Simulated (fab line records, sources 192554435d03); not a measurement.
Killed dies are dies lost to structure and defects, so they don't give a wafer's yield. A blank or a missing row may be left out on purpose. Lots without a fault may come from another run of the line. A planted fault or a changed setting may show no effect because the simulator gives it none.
Chamber matching | flow n5_finfet | N5_MIM_TOP_LITHO_DESCUM_10 on rie_diel-01: 4 sister chambers
The step chemistry O2, time 7.9 s. 14 wafers are shown with their chamber, then 7 later ones without.

WAFERS WITH THEIR CHAMBER
wafer  | chamber | throttle_valve_pct (%) | showerhead_plenum_p_Torr (Torr) | oes_product_au (a.u.)
L082.2 | 3       | 20.67                  | 2.08                            | 0.77
L082.4 | 1       | 20.98                  | 2.03                            | 0.82
L082.6 | 0       | 20.25                  | 2.10                            | 0.78
L088.3 | 0       | 20.25                  | 2.10                            | 0.77
L088.4 | 2       | 20.48                  | 2.09                            | 0.80
L088.6 | 2       | 20.48                  | 2.09                            | 0.81
L087.2 | 3       | 20.69                  | 2.08                            | 0.75
L087.3 | 0       | 20.25                  | 2.10                            | 0.77
L087.4 | 2       | 20.52                  | 2.09                            | 0.81
L089.4 | 0       | 20.27                  | 2.10                            | 0.77
L089.5 | 2       | 20.51                  | 2.09                            | 0.80
L089.6 | 3       | 20.71                  | 2.07                            | 0.75
L095.1 | 0       | 20.27                  | 2.09                            | 0.75
L095.2 | 2       | 20.53                  | 2.08                            | 0.79

SIGNATURES (means of the wafers above)
reading                  | chamber 0 | chamber 1 | chamber 2 | chamber 3 | scatter within a chamber
throttle_valve_pct       | 20.2580   | 20.9800   | 20.5040   | 20.6900   | 0.0184
showerhead_plenum_p_Torr | 2.0980    | 2.0300    | 2.0880    | 2.0767    | 0.00476
oes_product_au           | 0.7680    | 0.8200    | 0.8020    | 0.7567    | 0.0101
Rule: a wafer's distance from a chamber is the root of the sum, over the readings, of the square of ((its reading less the chamber's mean) divided by the reading's scatter). The wafer belongs to the nearest chamber; if the next one is less than 2 further off, it can't be placed. The scatter: the root of (the sum of the squares of (reading less its chamber's mean) over the shown wafers, divided by (wafers less chambers)).

WAFERS WITHOUT THEIR CHAMBER
wafer  | throttle_valve_pct (%) | showerhead_plenum_p_Torr (Torr) | oes_product_au (a.u.)
L095.3 | 20.72                  | 2.07                            | 0.73
L094.2 | 20.73                  | 2.07                            | 0.74
L094.4 | 20.99                  | 2.02                            | 0.78
L094.5 | 20.29                  | 2.09                            | 0.76
L097.1 | 20.98                  | 2.02                            | 0.78
L097.3 | 20.72                  | 2.07                            | 0.74
L097.6 | 20.72                  | 2.07                            | 0.74

WHICH CHAMBER EACH WENT THROUGH
wafer  | from the rows above | in truth
L095.3 | 3                   | 3
L094.2 | 3                   | 3
L094.4 | 1                   | 1
L094.5 | 0                   | 0
L097.1 | 1                   | 1
L097.3 | 3                   | 3
L097.6 | 3                   | 3
Placed correctly: 7 of 7. Can't be placed from these rows: 0. Placed wrongly: 0.
